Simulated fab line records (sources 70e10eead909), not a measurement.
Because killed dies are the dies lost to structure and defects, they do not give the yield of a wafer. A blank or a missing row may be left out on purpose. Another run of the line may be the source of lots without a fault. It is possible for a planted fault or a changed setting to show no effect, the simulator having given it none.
Comparing a struck lot with a sound one / flow nand harc / 14 steps out of a route of 1159
Sound: these wafers, L172.4, L172.5, L172.6. Wafers L181.1, L181.4, L181.6 were the ones struck. Last of all comes the cause.
At each step with rows: each side's tool, then ch and its chambers, then its first start. Under that, the readings that differ: sound wafers / struck wafers / difference of the means / sigmas: that difference in standard deviations of wafers without a fault.
alike: readings whose means differ by less than 2 such deviations, and words and numbers that are the same on both sides. not compared: withheld readings, readings that some wafer has no value for, bounds like >300 that may hide the same value, and numbers for which the record gives no deviation and whose values overlap.
A row with sigmas, a row that says differs or no value, or rows on one side alone: a step with any of these is where the two part. Numbers that don't overlap but have no deviation are shown without sigmas and don't part them. A reading missing from all wafers of one side parts the sides only when that side holds two or more wafers.

first, 2 steps without rows for these wafers: NHARC_A_SOURCE_PLATE_CVD_03 (deposits poly-Si, target thk 200 nm, time 4000 s); NHARC_A_SOURCE_PLATE_ANNEAL_05 (time 1800 s).
NHARC_A_SOURCE_PLATE_THK_MEAS_06: measures by ellipsometry.
  sound: film metro-01 at day 7 23:46; struck: film metro-01 at day 10 14:25
  alike: thk nm
NHARC_A_SOURCE_PLATE_INSPECT_08:
  sound: defect inspect-01 at day 7 23:50; struck: defect inspect-01 at day 10 14:29
  alike: raw defect count
following that, 1 step holds no rows for these wafers, namely NHARC_A_ONON_D1_DEP_00 (target thickness 1000 nm).
NHARC_A_ONON_D1_THK_MEAS_02: measures by ellipsometry.
  sound: film metro-01 at day 8 00:24; struck: film metro-01 at day 10 15:04
  alike: thk nm
following that, 1 step holds no rows for these wafers, namely NHARC_A_ONON_D1_DEP_03 (target thickness 1000 nm).
NHARC_A_ONON_D1_THK_MEAS_05: measures by ellipsometry.
  sound: film metro-01 at day 8 00:58; struck: film metro-01 at day 10 15:38
  alike: thk nm
following that, 1 step holds no rows for these wafers, namely NHARC_A_ONON_D1_DEP_06 (target thickness 1000 nm).
NHARC_A_ONON_D1_THK_MEAS_08: measures by ellipsometry.
  sound: film metro-02 at day 8 01:32; struck: film metro-01 at day 10 16:12
  alike: thk nm
NHARC_A_ONON_D1_DEP_09: target thk 1000 nm.
  sound on pecvd onon-04 ch 0, day 8 01:46; struck on pecvd onon-04 ch 0, day 10 16:16
NHARC_A_ONON_D1_THK_MEAS_11: measures by ellipsometry.
  sound: film metro-01 at day 8 02:05; struck: film metro-02 at day 10 16:46
reading=thk nm (nm); sound=1012 1013 1012; struck=481 479 481; difference=-532; sigmas=-57
following that, 1 step holds no rows for these wafers, namely NHARC_A_ONON_D1_DEP_12 (target thickness 1000 nm).
-- record jumps: 12 days between struck wafers' starts before vs after; left off in module A_ONON_D1, resumes in module END, first step shown is number 1159 of the route --
NHARC_END_SORT_01:
  sound on prober-02 ch 0, day 20 06:15; struck on prober-02 ch 0, day 22 21:31
reading=killed at array; sound=5 15 14; struck=676 675 674; difference=+664; sigmas=+73
reading=killed dies; sound=8 16 14; struck=677 677 677; difference=+664; sigmas=+74
  alike: killed at other, killed at periphery, killed open, killed short

WHERE THEY PART
Last at NHARC_END_SORT_01 as far as this record goes, first at NHARC_A_ONON_D1_THK_MEAS_11.

WHY: the cause the simulator had injected
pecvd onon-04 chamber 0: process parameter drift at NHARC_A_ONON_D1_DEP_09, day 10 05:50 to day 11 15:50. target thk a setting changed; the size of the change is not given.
